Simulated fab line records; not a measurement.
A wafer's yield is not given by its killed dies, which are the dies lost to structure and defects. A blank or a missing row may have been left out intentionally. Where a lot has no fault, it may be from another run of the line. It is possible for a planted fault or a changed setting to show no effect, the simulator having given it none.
Matching of chambers + flow n5Finfet + N5_BEOL_M3_DEP_57 on pecvd-02 has 3 sister chambers
The step deposits SiCN from 3MS/NH3, target thk 8 nm, time 14 s. 6 wafers are shown with their chamber, then 8 later ones without.

== WAFERS WITH THEIR CHAMBER ==
| wafer  | chamber | throttleValvePct (%) | showerheadPlenumPTorr (Torr) |
|--------|---------|----------------------|------------------------------|
| L086.3 | 2       | 8.7                  | 3.691                        |
| L085.4 | 0       | 8.6                  | 3.680                        |
| L085.6 | 2       | 8.7                  | 3.698                        |
| L087.2 | 0       | 8.5                  | 3.664                        |
| L087.4 | 1       | 9.2                  | 3.684                        |
| L092.2 | 1       | 9.2                  | 3.681                        |

== WAFERS WITH NO CHAMBER GIVEN ==
| wafer  | throttleValvePct (%) | showerheadPlenumPTorr (Torr) |
|--------|----------------------|------------------------------|
| L092.4 | 8.5                  | 3.673                        |
| L092.6 | 9.3                  | 3.695                        |
| L095.1 | 9.0                  | 3.685                        |
| L095.2 | 9.1                  | 3.683                        |
| L095.4 | 9.1                  | 3.684                        |
| L097.1 | 8.9                  | 3.687                        |
| L097.4 | 8.7                  | 3.675                        |
| L097.5 | 8.8                  | 3.702                        |

== CHAMBER TAKEN BY EACH ==
| wafer  | from the rows above     | in truth                   |
|--------|-------------------------|----------------------------|
| L092.4 | 0                       | 0                          |
| L092.6 | 1                       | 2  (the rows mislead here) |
| L095.1 | 1                       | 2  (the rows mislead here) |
| L095.2 | 1                       | 1                          |
| L095.4 | 1                       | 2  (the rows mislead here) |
| L097.1 | 2                       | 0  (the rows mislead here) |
| L097.4 | can't be placed: 2 or 0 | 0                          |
| L097.5 | 2                       | 2                          |
Placed correctly: 3 of 8. From these rows, 1 cannot be placed; in 1 the true chamber is one of the candidates. Number placed wrongly: 4.
How it was worked out, from the rows above alone: a wafer's distance from a chamber is the root of the sum, over the readings, of the square of ((its reading less the chamber's mean) divided by the reading's scatter). If the next closest chamber is less than 2 further off than the closest, the wafer can't be placed; otherwise it belongs to the closest. The mean given for a chamber averages the wafers shown for that chamber. The scatter: the root of (the sum of the squares of (reading less its chamber's mean) over the shown wafers, divided by (wafers less chambers)).
